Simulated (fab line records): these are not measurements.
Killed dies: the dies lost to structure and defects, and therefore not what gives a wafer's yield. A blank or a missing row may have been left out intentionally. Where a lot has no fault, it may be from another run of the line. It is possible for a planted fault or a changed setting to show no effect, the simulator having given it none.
Matching of chambers -- flow n5 finfet -- N5_BEOL_M0_SAQP_ALD_48 on ald sin-02 has 4 sister chambers
The step deposits SiO2, target thk 20 nm, pulse time 1 s, co reactant pulse time 1 s. 7 wafers are shown with their chamber, then 9 later ones without.

WAFERS WITH THEIR CHAMBER
wafer,chamber,heater power w (W),precursor pulse height rel
L084.3,3,72,0.983
L084.4,0,70,0.961
L085.1,2,80,0.997
L085.6,2,80,0.975
L087.1,0,70,0.995
L087.4,1,78,1.000
L087.5,1,79,0.988

WAFERS WITH NO CHAMBER GIVEN
wafer,heater power w (W),precursor pulse height rel
L090.1,78,1.001
L090.2,69,1.011
L090.5,82,0.986
L091.2,71,0.962
L091.3,70,1.005
L091.6,70,0.985
L096.1,71,0.990
L096.3,80,0.986
L096.5,70,0.990

THE CHAMBER EACH PASSED THROUGH
wafer,from the rows above,in truth
L090.1,1,1
L090.2,0,0
L090.5,2,2
L091.2,can't be placed: 0 or 3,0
L091.3,0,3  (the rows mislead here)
L091.6,0,0
L096.1,can't be placed: 3 or 0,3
L096.3,2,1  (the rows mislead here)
L096.5,0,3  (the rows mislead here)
Placed correctly: 4 of 9. Can't be placed from these rows: 2 (the true chamber is among the candidates in 2). Number placed wrongly: 3.
How it was worked out, from the rows above alone: a wafer's distance from a chamber is the root of the sum, over the readings, of the square of ((its reading less the chamber's mean) divided by the reading's scatter). The wafer belongs to the nearest chamber; if the next one is less than 2 further off, it can't be placed. Each chamber's mean is taken over the wafers shown for it. The scatter: take each reading less its chamber's mean, square it, sum over the shown wafers, divide by the number of wafers less the number of chambers, and take the root.
